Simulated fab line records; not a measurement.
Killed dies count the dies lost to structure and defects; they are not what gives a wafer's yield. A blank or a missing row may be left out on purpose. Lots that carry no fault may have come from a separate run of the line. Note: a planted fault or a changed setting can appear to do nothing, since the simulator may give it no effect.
Chamber matching -- flow nandHarc -- NHARC_P_M2_DEP_33 on pecvd-03: 3 sister chambers
The step deposits SiCN, target thk 30 nm. 3 wafers are shown with their chamber, then 12 later ones without.

WAFERS PAIRED WITH THEIR CHAMBERS
wafer,chamber,heaterPowerOuterW (W)
L090.1,2,289
L090.5,1,348
L090.6,0,405

WAFERS WITHOUT THEIR CHAMBER
wafer,heaterPowerOuterW (W)
L091.2,303
L091.5,425
L091.6,371
L092.1,444
L092.2,412
L092.4,460
L095.1,242
L095.2,370
L095.5,369
L096.2,240
L096.3,377
L096.6,239

WHICH CHAMBER EACH ONE RAN IN
wafer,from the rows above,in truth
L091.2,can't be placed: 2 or 1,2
L091.5,can't be placed: 0 or 1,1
L091.6,can't be placed: 1 or 0 or 2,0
L092.1,can't be placed: 0 or 1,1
L092.2,can't be placed: 0 or 1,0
L092.4,can't be placed: 0 or 1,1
L095.1,can't be placed: 2 or 1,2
L095.2,can't be placed: 1 or 0 or 2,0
L095.5,can't be placed: 1 or 0 or 2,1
L096.2,can't be placed: 2 or 1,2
L096.3,can't be placed: 0 or 1 or 2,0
L096.6,can't be placed: 2 or 1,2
Correctly placed: 0 of 12. Unplaceable from these rows: 12, with the true chamber sitting among the candidates in 12. 0 placed wrongly.
How it was worked out, from the rows above alone: a wafer's distance from a chamber is the root of the sum, over the readings, of the square of ((its reading less the chamber's mean) divided by the reading's scatter). The wafer belongs to the nearest chamber; if the next one is less than 2 further off, it can't be placed. The mean given for a chamber averages the wafers shown for that chamber. The scatter: with one shown wafer a chamber, the root of the mean of the squares of how far each hidden wafer lies from its nearest shown one.
